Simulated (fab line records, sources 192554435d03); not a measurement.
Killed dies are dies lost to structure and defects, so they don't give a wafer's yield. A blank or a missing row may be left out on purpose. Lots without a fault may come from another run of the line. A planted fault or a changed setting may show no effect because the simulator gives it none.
Chamber matching | flow n5_finfet | N5_BEOL_M3_PECVD_72 on pecvd-02: 3 sister chambers
The step deposits SiO2 from TEOS/O2, target thk 16 nm, time 18 s. 3 wafers are shown with their chamber, then 12 later ones without.

WAFERS WITH THEIR CHAMBER
wafer  | chamber | showerhead_plenum_p_Torr (Torr)
L091.6 | 2       | 8.78
L090.4 | 0       | 8.91
L090.6 | 1       | 8.84

WAFERS WITHOUT THEIR CHAMBER
wafer  | showerhead_plenum_p_Torr (Torr)
L094.2 | 8.84
L094.3 | 8.78
L094.4 | 8.87
L093.2 | 8.89
L093.3 | 8.84
L093.4 | 8.88
L096.1 | 8.86
L096.2 | 8.89
L096.4 | 8.84
L097.3 | 8.83
L097.4 | 8.78
L097.5 | 8.90

WHICH CHAMBER EACH WENT THROUGH
wafer  | from the rows above     | in truth
L094.2 | 1                       | 1
L094.3 | 2                       | 2
L094.4 | can't be placed: 1 or 0 | 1
L093.2 | can't be placed: 0 or 1 | 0
L093.3 | 1                       | 1
L093.4 | can't be placed: 0 or 1 | 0
L096.1 | can't be placed: 1 or 0 | 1
L096.2 | can't be placed: 0 or 1 | 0
L096.4 | 1                       | 1
L097.3 | 1                       | 1
L097.4 | 2                       | 2
L097.5 | 0                       | 0
Placed correctly: 7 of 12. Can't be placed from these rows: 5 (the true chamber is among the candidates in 5). Placed wrongly: 0.
How it was worked out, from the rows above alone: a wafer's distance from a chamber is the root of the sum, over the readings, of the square of ((its reading less the chamber's mean) divided by the reading's scatter). The wafer belongs to the nearest chamber; if the next one is less than 2 further off, it can't be placed. A chamber's mean is the mean of its shown wafers. The scatter: with one shown wafer a chamber, the root of the mean of the squares of how far each hidden wafer lies from its nearest shown one.
